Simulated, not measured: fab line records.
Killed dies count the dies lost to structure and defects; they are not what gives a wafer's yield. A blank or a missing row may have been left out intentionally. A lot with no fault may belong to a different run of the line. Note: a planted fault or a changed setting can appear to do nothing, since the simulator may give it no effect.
Chamber matching + flow n5Finfet + 4 sister chambers for N5_MOL_CONTACT_COAG_CMP_52 on cmp-02
The step polishes, stops on SiO2, t overpolish 1.5 s, target thk 66.5 nm. 16 wafers are shown with their chamber, then 8 later ones without.

WAFERS WITH THEIR CHAMBER
| wafer  | chamber | motorCurrentA (A) | timeToEndpointS (s) | overpolishRunS (s) |
|--------|---------|-------------------|---------------------|--------------------|
| L083.1 | 2       | 9.3               | 15.7                | 1.496              |
| L083.4 | 0       | 11.3              | 16.1                | 1.503              |
| L083.5 | 1       | 10.6              | 11.3                | 1.502              |
| L084.4 | 1       | 10.6              | 10.2                | 1.497              |
| L084.5 | 1       | 10.4              | 7.3                 | 1.518              |
| L084.6 | 0       | 11.4              | 12.3                | 1.501              |
| L085.1 | 1       | 10.4              | 13.4                | 1.510              |
| L085.2 | 0       | 11.6              | 14.6                | 1.493              |
| L085.6 | 1       | 10.5              | 12.4                | 1.497              |
| L086.2 | 3       | 13.1              | 15.2                | 1.515              |
| L086.3 | 1       | 11.0              | 10.2                | 1.496              |
| L086.4 | 2       | 8.9               | 15.0                | 1.495              |
| L088.1 | 0       | 11.6              | 13.4                | 1.507              |
| L088.3 | 3       | 12.7              | 11.6                | 1.510              |
| L088.5 | 1       | 10.0              | 10.7                | 1.499              |
| L090.1 | 3       | 13.7              | 9.2                 | 1.494              |

SIGNATURES, as means of the wafers listed above
| reading         | chamber 0 | chamber 1 | chamber 2 | chamber 3 | scatter within a chamber |
|-----------------|-----------|-----------|-----------|-----------|--------------------------|
| motorCurrentA   | 11.475    | 10.500    | 9.100     | 13.167    | 0.315                    |
| timeToEndpointS | 14.100    | 10.786    | 15.350    | 12.000    | 2.02                     |
| overpolishRunS  | 1.50100   | 1.50271   | 1.49550   | 1.50633   | 0.00794                  |
Rule: for a wafer and a chamber, the distance is found by dividing, reading by reading, the gap between the wafer's reading and the chamber's mean by the reading's scatter, squaring, summing and taking the root. The wafer belongs to the nearest chamber; if the next one is less than 2 further off, it can't be placed. The scatter: the root of (the sum of the squares of (reading less its chamber's mean) over the shown wafers, divided by (wafers less chambers)).

WAFERS WHOSE CHAMBER IS MISSING
| wafer  | motorCurrentA (A) | timeToEndpointS (s) | overpolishRunS (s) |
|--------|-------------------|---------------------|--------------------|
| L090.2 | 9.0               | 9.5                 | 1.483              |
| L090.4 | 11.8              | 11.4                | 1.504              |
| L092.1 | 13.6              | 9.8                 | 1.493              |
| L092.2 | 11.7              | 13.3                | 1.495              |
| L092.3 | 10.6              | 8.3                 | 1.497              |
| L094.2 | 9.0               | 14.7                | 1.484              |
| L094.3 | 10.8              | 12.5                | 1.498              |
| L094.4 | 13.9              | 13.9                | 1.512              |

THE CHAMBER EACH PASSED THROUGH
| wafer  | from the rows above     | in truth |
|--------|-------------------------|----------|
| L090.2 | 2                       | 2        |
| L090.4 | 0                       | 0        |
| L092.1 | 3                       | 3        |
| L092.2 | 0                       | 0        |
| L092.3 | 1                       | 1        |
| L094.2 | 2                       | 2        |
| L094.3 | can't be placed: 1 or 0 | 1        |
| L094.4 | 3                       | 3        |
Correctly placed: 7 of 8. These rows do not allow placing 1 (true chamber among the candidates in 1). Wrongly placed: 0.
